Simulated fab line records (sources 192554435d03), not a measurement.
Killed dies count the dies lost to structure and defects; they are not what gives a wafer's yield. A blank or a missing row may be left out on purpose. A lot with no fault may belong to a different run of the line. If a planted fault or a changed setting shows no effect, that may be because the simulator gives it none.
Matching of chambers :: flow n5-finfet :: N5_SDB_ALD_29 on ald-sin-04: 4 sister chambers
The step deposits SiNx, target thk 30 nm, pulse time 1 s, ald cycles 600. 4 wafers are shown with their chamber, then 7 later ones without.

EACH WAFER AND ITS CHAMBER
wafer: L709.6
chamber: 3
heater-power-w (W): 879

wafer: L711.4
chamber: 1
heater-power-w (W): 740

wafer: L721.3
chamber: 0
heater-power-w (W): 853

wafer: L721.5
chamber: 2
heater-power-w (W): 993

WAFERS WITH NO CHAMBER GIVEN
wafer: L721.6
heater-power-w (W): 859

wafer: L723.2
heater-power-w (W): 881

wafer: L723.3
heater-power-w (W): 972

wafer: L723.5
heater-power-w (W): 747

wafer: L725.1
heater-power-w (W): 748

wafer: L725.4
heater-power-w (W): 984

wafer: L725.6
heater-power-w (W): 893

THE CHAMBER EACH PASSED THROUGH
wafer: L721.6
from the rows above: can't be placed: 0 or 3
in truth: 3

wafer: L723.2
from the rows above: 3
in truth: 3

wafer: L723.3
from the rows above: 2
in truth: 2

wafer: L723.5
from the rows above: 1
in truth: 1

wafer: L725.1
from the rows above: 1
in truth: 1

wafer: L725.4
from the rows above: 2
in truth: 2

wafer: L725.6
from the rows above: 3
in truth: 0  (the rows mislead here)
Correctly placed: 5 of 7. Unplaceable from these rows: 1, with the true chamber sitting among the candidates in 1. Number placed wrongly: 1.
How it was worked out, from the rows above alone: a wafer's distance from a chamber is the root of the sum, over the readings, of the square of ((its reading less the chamber's mean) divided by the reading's scatter). The wafer belongs to the nearest chamber; if the next one is less than 2 further off, it can't be placed. The mean given for a chamber averages the wafers shown for that chamber. The scatter (one wafer shown for each chamber): square how far every hidden wafer sits from the nearest shown wafer, average those squares and take the square root.
